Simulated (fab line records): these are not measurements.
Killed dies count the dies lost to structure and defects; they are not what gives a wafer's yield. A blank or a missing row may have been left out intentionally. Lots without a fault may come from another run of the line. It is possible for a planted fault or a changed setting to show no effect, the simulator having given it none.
Struck lot and sound lot, side by side + flow nandHarc + 13 steps out of a route of 1302
Sound: the wafers L825.1, L825.3, L825.5. Wafers L837.3, L837.4, L837.6 were the ones struck. The cause is given at the end.
For every step that has rows: the tool of each side, followed by ch and its chambers, followed by its first start. Under that, the readings that differ: sound wafers + struck wafers + difference of the means + sigmas: that difference in standard deviations of wafers without a fault.
alike: readings with means less than 2 such deviations apart, plus words and numbers identical on both sides. not compared: withheld readings, readings lacking a value on some wafer, bounds such as >300 that could conceal the same value, and numbers that have no deviation in the record and whose values overlap.
The two part at a step that has a row with sigmas, a row that says differs or no value, or rows on one side only. Numbers that have no deviation but don't overlap get no sigmas and don't part them. A reading missing from all wafers of one side parts the sides only when that side holds two or more wafers.

NHARC_P_M1_INSPECT_27:
  sound: defectInspect-02 at day 7 23:17; struck: defectInspect-01 at day 13 16:41
  alike: rawDefectCount
NHARC_P_M1_PRE_CLEAN_32: time 12 s.
  sound on pecvd-03 ch 0,1,2, day 7 23:22; struck on pecvd-01 ch 0,1,2, day 13 16:46
  alike: heaterPowerW
NHARC_P_M1_DEP_33: deposits SiCN, target thk 30 nm.
  sound on pecvd-03 ch 0,1,2, day 7 23:26; struck on pecvd-01 ch 0,1,2, day 13 16:55
  alike: heaterPowerW, showerheadVppV
then, 8 steps without rows for these wafers: NHARC_P_M2_DEP_00 (deposits SiOC, target thk 182.5 nm); NHARC_P_M2_DEHYDRATE_01 (time 120 s); NHARC_P_M2_HMDS_02 (time 30 s); NHARC_P_M2_COAT_34 (time 65 s); NHARC_P_M2_COAT_03 (resist thk 90 nm); NHARC_P_M2_SOFTBAKE_04 (time 55 s); NHARC_P_M2_EBR_05; NHARC_P_M2_EXPOSE_06 (exposes mask P M2, target cd 170 nm).
NHARC_P_M2_PEB_07: peb time 65 s.
  struck on lithoTrack-04, day 13 18:00; sound on lithoTrack-04 ch 0, day 8 00:36
  no value came back on the struck wafers for chillPlateTempC (C), exhaustPa (Pa); on the sound wafers chillPlateTempC (C) reads 23.07 22.97 23.10
then, 1 step without rows for these wafers: NHARC_P_M2_DEVELOP_08 (develop time 35 s).

WHERE THEY PART
NHARC_P_M2_PEB_07 only, going by this record.

WHY: what the simulator had put in
Entire step skipped (lithoTrack-04, NHARC_P_M2_PEB_07), from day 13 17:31 onward. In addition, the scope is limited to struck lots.
